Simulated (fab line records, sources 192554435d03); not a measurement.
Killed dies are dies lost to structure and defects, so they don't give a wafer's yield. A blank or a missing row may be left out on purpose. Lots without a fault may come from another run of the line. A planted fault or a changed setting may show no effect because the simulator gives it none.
Split-lot experiment | flow n5_finfet | 7 lots, 39 wafers read, on a route of 1938 steps

THE SPLIT
At N5_SD_EPI_N_ETCH_45 (etches SiOCN in CH3F/O2, target depth 6 nm), the setting target_depth_a was moved away from the recipe's 60 angstrom on 15 of the 39 wafers read, by -57.1% to +45.2%. The other wafers ran this setting at the recipe's value.

The reading is taken at the split's own step.

THE READING
etch.depth_nm (the simulator's own value, which no gauge read), in nm, at N5_SD_EPI_N_ETCH_45 (etches SiOCN in CH3F/O2, target depth 6 nm). The file gives no usual value for it. The 24 wafers here that ran the recipe average 5.973 nm, standard deviation 0.098 nm.

wafer  | tool, chamber at the split | target_depth_a as run, angstrom | against the recipe | etch.depth_nm, nm | against lot-mates on the recipe
L074.1 | rie_diel-05, 2,1           | 60                              | recipe             | 5.964             | -
L074.3 | rie_diel-05, 2,1           | 60                              | recipe             | 5.964             | -
L074.2 | rie_diel-05, 3             | 60                              | recipe             | 5.915             | -
L074.4 | rie_diel-05, 0             | 40.29                           | -32.9%             | 4.012             | -1.936
L074.5 | rie_diel-05, 0             | 40.29                           | -32.9%             | 4.007             | -1.941
L074.6 | rie_diel-05, 1             | 40.29                           | -32.9%             | 4.004             | -1.944
L082.1 | rie_diel-02, 2             | 60                              | recipe             | 6.095             | -
L082.2 | rie_diel-02, 0             | 60                              | recipe             | 5.992             | -
L082.4 | rie_diel-02, 3             | 60                              | recipe             | 5.879             | -
L085.1 | rie_diel-05, 3             | 25.74                           | -57.1%             | 2.567             | -3.402
L085.2 | rie_diel-05, 2             | 25.74                           | -57.1%             | 2.555             | -3.414
L085.3 | rie_diel-05, 0             | 25.74                           | -57.1%             | 2.578             | -3.391
L085.4 | rie_diel-05, 1             | 60                              | recipe             | 5.936             | -
L085.5 | rie_diel-05, 2             | 60                              | recipe             | 5.998             | -
L085.6 | rie_diel-05, 1             | 60                              | recipe             | 5.972             | -
L086.1 | rie_diel-04, 3             | 60                              | recipe             | 6.151             | -
L086.2 | rie_diel-04, 1             | 60                              | recipe             | 5.921             | -
L086.3 | rie_diel-04, 0             | 60                              | recipe             | 6.096             | -
L086.4 | rie_diel-04, 2             | 60                              | recipe             | 6.169             | -
L086.5 | rie_diel-04, 0             | 60                              | recipe             | 6.064             | -
L086.6 | rie_diel-04, 3             | 60                              | recipe             | 6.1               | -
L087.1 | rie_diel-02, 1             | 60                              | recipe             | 5.807             | -
L087.2 | rie_diel-02, 0             | 48.38                           | -19.4%             | 4.752             | -1.118
L087.3 | rie_diel-02, 2             | 60                              | recipe             | 6.01              | -
L087.4 | rie_diel-02, 2             | 48.38                           | -19.4%             | 4.811             | -1.059
L087.5 | rie_diel-02, 0             | 48.38                           | -19.4%             | 4.716             | -1.154
L087.6 | rie_diel-02, 1             | 60                              | recipe             | 5.792             | -
L093.1 | rie_diel-05, 0             | 87.14                           | +45.2%             | 8.623             | +2.679
L093.2 | rie_diel-05, 3             | 60                              | recipe             | 5.973             | -
L093.3 | rie_diel-05, 2             | 87.14                           | +45.2%             | 8.549             | +2.605
L093.4 | rie_diel-05, 3             | 87.14                           | +45.2%             | 8.659             | +2.715
L093.5 | rie_diel-05, 2             | 60                              | recipe             | 5.883             | -
L093.6 | rie_diel-05, 0             | 60                              | recipe             | 5.976             | -
L096.1 | rie_diel-02, 0             | 60                              | recipe             | 5.865             | -
L096.2 | rie_diel-02, 3             | 60                              | recipe             | 5.883             | -
L096.3 | rie_diel-02, 2             | 79.16                           | +31.9%             | 7.891             | +1.996
L096.4 | rie_diel-02, 1             | 79.16                           | +31.9%             | 7.999             | +2.104
L096.5 | rie_diel-02, 0             | 60                              | recipe             | 5.938             | -
L096.6 | rie_diel-02, 1             | 79.16                           | +31.9%             | 8.009             | +2.114
Where a row lists several chambers, the file gives one row for several wafers and doesn't say which wafer went through which chamber.

THE FIT
A straight line over all 39 wafers: etch.depth_nm changes by +0.0598 nm for each +1% of target_depth_a; r = +1.00; the points scatter about the line by 0.089 nm.
The same after taking each lot's own level away (the mean of its wafers on the recipe; 39 wafers): +0.06 nm for each +1%; r = +1.00; scatter 0.074 nm.
On that fit, the largest move of target_depth_a shifts the reading by 3.4 nm.
The lots' own levels span 5.8697 to 6.0835 nm, that is 2.2 times the standard deviation above.
So the lot-to-lot level changes the slope little: the two slopes agree.
Check: with one of the wafers moved furthest among these (-57.1%) left out of the fit, the line predicts -3.41 nm for it against its lot-mates. It came out at -3.4 nm against them.

OTHER SPLITS ON THESE WAFERS
These wafers also went through other splits before the reading. Each is held against what the fit with the lots' levels taken away leaves over:
other split on the same wafers           | wafers away from the commonest value | r with etch.depth_nm (lot level and that fit taken away)
N5_PMOS_HMC_CHANNEL_EPI_DESCUM_14 time_s | 15                                   | +0.40
N5_DUMMY_GATE_PECVD_30 time_s            | 18                                   | -0.16

THE FILE'S OWN FIT
etch.depth_nm changes by +0.0599 nm for each +1% of target_depth_a, r = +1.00.
